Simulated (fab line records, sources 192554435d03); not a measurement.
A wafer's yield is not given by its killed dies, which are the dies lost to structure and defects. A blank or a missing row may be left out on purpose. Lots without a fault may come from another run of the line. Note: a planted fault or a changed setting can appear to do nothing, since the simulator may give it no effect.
fab line records	flow n5Finfet
[record] lots = 6	wafers = 18	lastDay = 18
route steps=1938 shown BEOL_M10@1489
lots untouched by any fault: they come from a run of this same line in which no faults occurred
startH: hours from the record's opening day to when the first of the lot's shown wafers began	waitH: time in hours since the lot's previous step	" as in the row above	L1.1+2: several wafers, shown together as one row	- no value present, or no start provided	* or withheld: withheld	< > ~ a bound
route shown NAME@n: NAME is a module with steps in the file, n the number in the route of the first one	usual: mean/standard deviation taken from wafers without a fault	same: alike in all rows	chamber/n: place in a boat	sites: the reading at each site	_std_site: standard deviation across them	_edge_site: inner sites' mean taken away from outer sites' mean	radiusMm: how far each site lies from the wafer's centre	mask NAME#n: copy n	behind: the last tool/chamber to shape the wafer	hold: why the lot was held/for how many hours/how that ended	device: names the non-switching transistor (n, p or np)	end of line: tests of these same wafers at the route's end	a step given without rows: its recipe and nothing more	killed: the dies lost at the first sort to structure and to defects; this is not the yield of the wafer	map: per-die view of a wafer (x killed, . not killed, _ where there is no die)
set.NAME: setting as actually run; set.NAME@STEP: the setting as run at that earlier step	model.NAME: the simulator's own value behind a step, which no gauge read
lots at selected steps of the route; one table per step, one row per wafer
services: a tool's chamber out of use, with start hour (startH, from the record's first day; less than 0 if before it), hours out, and reason
[[steps]]
[step N5_BEOL_M10_STRIP_68]
[recipe] chemistry = N2/H2	tempC = 40	n2FlowSccm = 200	h2FlowSccm = 200	rfFrequencyHz = 6e+07
[step N5_BEOL_M10_STRIP_67]
[recipe] chemistry = CF4	resist = SiARC	powerW = 300	biasPowerW = 75	pressureMtorr = 50	cf4FlowSccm = 150	rfFrequencyHz = 6e+07
[usual] drypumpMotorCurrentA = 5.9/0.36	oesProductAu = 0.80/0.08	rfVppV = 271.6/2	showerheadPlenumPTorr = 1.81/0.075	throttleValvePct = 13.51/0.2
lot.wafer	tool	chamber	startH	waitH	drypumpMotorCurrentA	oesProductAu	rfHoursCounterH	rfVppV	showerheadPlenumPTorr	throttleValvePct
L216.1	rieDiel-04	2	271.44	0.0	6.1	0.82	92	269.0	1.75	13.77
L216.3	"	1	"	"	6.1	0.69	248	268.2	1.70	13.62
L216.4	"	0	"	"	6.4	0.84	78	273.8	1.90	13.37
L222.3	rieDiel-04	2	302.14	0.0	6.1	0.80	103	269.0	1.75	13.79
L222.4	"	1	"	"	6.1	0.98	5	272.9	1.90	13.08
L222.6	"	2	"	"	6.1	0.81	-	271.4	1.75	13.79
L224.2	rieDiel-04	3	305.23	0.0	6.0	0.70	245	270.4	1.76	13.66
L224.3	"	0	"	"	6.3	0.83	91	273.2	1.89	13.41
L224.6	"	3	"	"	6.1	0.71	-	270.9	1.76	13.68
L229.1	rieDiel-05	3	355.98	0.0	6.3	0.88	34	273.2	1.83	13.39
L229.2	"	0	"	"	5.5	0.72	222	272.0	1.84	13.58
L229.6	"	3	"	"	6.3	0.88	-	271.2	1.83	13.38
L232.3	rieDiel-02	3	359.91	0.0	5.9	0.70	245	272.8	1.84	13.63
L232.5	"	3	"	"	5.9	0.70	-	272.8	1.84	13.61
L232.6	"	0	"	"	5.3	0.77	-	273.9	1.87	13.37
L233.1	rieDiel-02	3	366.46	0.0	5.9	0.70	249	272.8	1.84	13.62
L233.3	"	0	"	"	5.3	0.77	105	274.7	1.87	13.38
L233.4	"	2	"	"	6.3	0.86	-	269.4	1.75	13.41
[step N5_BEOL_M10_HM_OPEN_17]
[recipe] chemistry = Cl2/BCl3	targetDepthA = 200	overetchA = 60	target = TiN	maskMaterial = SOC	ionEnergyEv = 150	pressureMtorr = 10	icpW = 1000	biasW = 126	Cl2_flow_sccm = 53.25	bcl3FlowSccm = 21.75	Ar_flow_sccm = 25
[usual] drypumpMotorCurrentA = 5.4/0.34	oesProductAu = 0.63/0.068	throttleValvePct = 22.32/0.25
lot.wafer	tool	chamber	startH	waitH	drypumpMotorCurrentA	oesProductAu	rfHoursCounterH	throttleValvePct
L216.1	rieMetal-01	1	271.48	0.0	5.5	0.53	109	22.71
L216.3	"	0	"	"	6.0	0.57	-	22.16
L216.4	"	1	"	"	5.5	0.54	-	22.68
L222.3	rieMetal-03	1	302.21	0.1	5.2	0.71	-	22.08
L222.4	"	0	"	"	6.3	0.67	-	22.18
L222.6	"	1	"	"	5.3	0.72	-	22.05
L224.2	rieMetal-03	1	305.28	0.0	5.3	0.72	20	22.07
L224.3	"	0	"	"	6.3	0.66	-	22.16
L224.6	"	1	"	"	5.3	0.72	-	22.06
L229.1	rieMetal-01	0	356.03	0.0	6.0	0.57	100	22.16
L229.2	"	0	"	"	6.0	0.58	-	22.14
L229.6	"	0	"	"	6.0	0.57	-	22.16
L232.3	rieMetal-02	1	359.98	0.1	5.1	0.63	-	22.59
L232.5	"	1	"	"	5.1	0.62	-	22.60
L232.6	"	0	"	"	5.4	0.58	-	22.09
L233.1	rieMetal-02	1	366.50	0.0	5.1	0.62	59	22.59
L233.3	"	1	"	"	5.1	0.62	-	22.60
L233.4	"	1	"	"	5.1	0.61	-	22.59
[step N5_BEOL_M10_STRIP_19]
[recipe] chemistry = O2	powerW = 400	tempC = 40	pressureMtorr = 30	rfFrequencyHz = 6e+07	biasPowerW = 0	overashFraction = 0.2	o2FlowSccm = 225
[usual] drypumpMotorCurrentA = 5.9/0.37	o2FlowSccm = 225.0/0.69	oesProductAu = 0.81/0.082	rfVppV = 3.6/0.59	showerheadPlenumPTorr = 2.12/0.1	throttleValvePct = 16.57/0.17
lot.wafer	tool	chamber	startH	waitH	drypumpMotorCurrentA	o2FlowSccm	oesProductAu	rfHoursCounterH	rfVppV	showerheadPlenumPTorr	throttleValvePct
L216.1	rieDiel-05	2	271.59	0.1	5.8	225.2	0.85	44	3.4	2.23	16.58
L216.3	"	1	"	"	5.4	225.6	0.73	169	3.5	1.91	16.80
L216.4	"	3	"	"	6.3	223.6	0.93	-	4.2	2.15	16.49
L222.3	rieDiel-02	0	302.32	0.1	5.3	225.4	0.81	82	4.4	2.21	16.42
L222.4	"	3	"	"	5.9	225.4	0.70	230	3.7	2.15	16.59
L222.6	"	2	"	"	6.4	225.5	0.91	-	3.7	2.05	16.43
L224.2	rieDiel-02	3	305.41	0.1	5.9	225.1	0.70	232	3.3	2.15	16.60
L224.3	"	2	"	"	6.4	224.1	0.90	32	3.4	2.04	16.44
L224.6	"	3	"	"	5.9	224.7	0.70	-	3.8	2.15	16.60
L229.1	rieDiel-02	2	356.23	0.2	6.4	225.0	0.88	48	3.3	2.04	16.48
L229.2	"	1	"	"	5.5	225.2	0.76	147	3.1	2.18	16.67
L229.6	"	3	"	"	5.9	224.4	0.70	-	3.8	2.15	16.62
L232.3	rieDiel-05	2	360.15	0.1	5.8	225.3	0.81	76	3.7	2.21	16.61
L232.5	"	1	"	"	5.4	224.4	0.71	-	3.7	1.90	16.86
L232.6	"	2	"	"	5.8	225.1	0.82	-	3.1	2.22	16.59
L233.1	rieDiel-05	2	366.70	0.2	5.8	224.5	0.81	79	3.1	2.21	16.62
L233.3	"	1	"	"	5.4	225.3	0.70	203	3.5	1.90	16.89
L233.4	"	0	"	"	5.5	225.0	0.71	227	3.5	2.15	16.63
[step N5_BEOL_M10_CD_MEAS_18]
[recipe] pitchNm = 140	targetCdNm = 70
[usual] cdNm = 70.3/0.5
lot.wafer	tool	chamber	startH	waitH	cdNm
L216.1	cdSem-02	-	271.66	0.0	70.6
L216.3	"	-	"	"	70.4
L216.4	"	-	"	"	71.2
L222.3	cdSem-01	-	302.40	0.1	71.1
L222.4	"	-	"	"	70.8
L222.6	"	-	"	"	70.8
L224.2	cdSem-03	-	305.48	0.1	69.2
L224.3	"	-	"	"	70.8
L224.6	"	-	"	"	69.4
L229.1	cdSem-02	-	356.30	0.0	70.1
L229.2	"	-	"	"	69.8
L229.6	"	-	"	"	70.4
L232.3	cdSem-01	-	360.22	0.1	69.6
L232.5	"	-	"	"	69.7
L232.6	"	-	"	"	70.2
L233.1	cdSem-03	-	366.77	0.0	70.1
L233.3	"	-	"	"	70.0
L233.4	"	-	"	"	70.6
[step N5_BEOL_M10_COAT_63]
[recipe] resist = SOC	tempC = 250	timeS = 60	spinRpm = 1500	resistThkNm = 100
[step N5_BEOL_M10_COAT_64]
[recipe] resist = SiARC	tempC = 220	timeS = 60	spinRpm = 1500	resistThkNm = 30
[step N5_BEOL_M10_COAT_22]
[recipe] resist = CAR-ArF	spinRpm = 1500	resistThkNm = 90
[step N5_BEOL_M10_EBR_24]
[recipe] solvent = PGMEA	ebrWidthMm = 1.5
[step N5_BEOL_M10_SOFTBAKE_23]
[recipe] tempC = 110	timeS = 60	resist = CAR-ArF
[step N5_BEOL_M10_EXPOSE_25]
[recipe] maskId = V9	na = 1.35	sourceShape = annular	sigmaInner = 0.5	sigmaOuter = 0.8	polarization = unpolarized	doseMj = 85.5
[step N5_BEOL_M10_PEB_26]
[recipe] pebTempC = withheld	pebTimeS = 60	resist = CAR-ArF
[step N5_BEOL_M10_DEVELOP_27]
[recipe] developTimeS = 30	developer = TMAH	resist = CAR-ArF	rinseLiquid = diw	dry = airSpin	devTempC = 23
[usual] chillPlateTempC = 23.00/0.1	developTimeS = 30/0
lot.wafer	tool	chamber	startH	waitH	chillPlateTempC	developTimeS	model.CAR-ArF_of_BEOL_M10_COAT_22.thkNm
L216.1	lithoTrack-02	0	273.63	-	22.73	30	88.2
L216.3	"	0	"	"	22.83	30	88
L216.4	"	0	"	"	22.89	30	88
L222.3	lithoTrack-04	-	303.68	-	-	-	90
L222.4	"	-	"	"	-	-	89.8
L222.6	"	-	"	"	-	-	89.6
L224.2	lithoTrack-02	-	306.72	-	-	-	90.2
L224.3	"	-	"	"	-	-	90.2
L224.6	"	-	"	"	-	-	90.2
L229.1	lithoTrack-03	0	357.40	-	23.12	30	88.4
L229.2	"	0	"	"	23.06	30	88.4
L229.6	"	0	"	"	23.06	30	88.2
L232.3	lithoTrack-04	0	361.83	-	22.98	30	88.6
L232.5	"	0	"	"	23.13	30	88.6
L232.6	"	0	"	"	23.05	30	88.4
L233.1	lithoTrack-03	0	367.13	-	22.95	30	88.4
L233.3	"	0	"	"	23.10	30	88.6
L233.4	"	0	"	"	23.03	30	88.4
[step N5_BEOL_M10_CD_MEAS_28]
[recipe] targetCdNm = 70	landingEnergyEv = 500	detector = seInlens	polarity = opening
[usual] cdNm = 70.3/0.77
lot.wafer	tool	chamber	startH	waitH	cdNm
L216.1	cdSem-02	0	273.69	-	70.1
L216.3	"	0	"	"	71.1
L216.4	"	0	"	"	70.6
L222.3	cdSem-02	0	303.74	-	-
L222.4	"	0	"	"	-
L222.6	"	0	"	"	-
L224.2	cdSem-01	0	306.78	-	-
L224.3	"	0	"	"	-
L224.6	"	0	"	"	-
L229.1	cdSem-02	0	357.46	-	71.2
L229.2	"	0	"	"	71.3
L229.6	"	0	"	"	70.7
L232.3	cdSem-01	0	361.89	-	69.5
L232.5	"	0	"	"	69.3
L232.6	"	0	"	"	69.1
L233.1	cdSem-02	0	367.19	-	69.2
L233.3	"	0	"	"	70.1
L233.4	"	0	"	"	69.6
[[services]]
tool	chamber	startH	hours	kind
rieDiel-05	0	267.67	7.6	repair
rieDiel-04	1	277.22	-	clean
rieDiel-04	1	277.22	-	consumableReplace:focusRing
rieDiel-04	1	277.22	-	consumableReplace:showerhead
rieDiel-04	1	277.22	13.6	scheduledDown
rieDiel-04	1	277.22	13.6	ventCycle
rieDiel-02	3	321.37	8.5	repair
rieDiel-04	3	323.22	-	clean
rieDiel-04	3	323.22	-	consumableReplace:focusRing
rieDiel-04	3	323.22	13.6	scheduledDown
rieDiel-04	3	323.22	13.6	ventCycle
rieMetal-01	1	330.56	9.9	repair
rieMetal-02	0	332.36	2.5	repair
rieDiel-05	3	337.33	15.2	repair
lithoTrack-02	-	342.67	-	consumableReplace:filter
rieDiel-02	1	356.92	13.5	repair
rieMetal-02	0	360.08	-	clean
rieMetal-02	0	360.08	20.2	scheduledDown
rieMetal-02	0	360.08	20.2	ventCycle
[[key]]
[firstSign] step = N5_BEOL_M10_DEVELOP_27	reading = toolRecord	direction = missing
effect none on later readings
[modelEffect] step = N5_BEOL_M10_DEVELOP_27	value = CAR-ArF_of_BEOL_M10_COAT_22.thkNm	without = 88.27	struck = 90
metAt N5_BEOL_M10_DEVELOP_27
struckWafers L222.3,L222.4,L222.6,L224.2,L224.3,L224.6
laterRowsLeftOut L222.3,L222.4,L222.6,L224.2,L224.3,L224.6
sortLeftOut L222.3,L222.4,L222.6,L224.2,L224.3,L224.6
onsetBetween 273.63 303.68
[fault] kind = skippedStepWhole	tool = lithoTrack-02,lithoTrack-04	chamber = -	onsetH = 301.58	steps = N5_BEOL_M10_DEVELOP_27	scope = struckLotsOnly
// sortLeftOut: the simulated sort isn't trusted on such a fault, so these wafers' sort isn't shown, and their yield isn't known
// laterRowsLeftOut: the simulator's readings of these wafers behind a module that went badly wrong aren't trusted and aren't shown, but for the sort
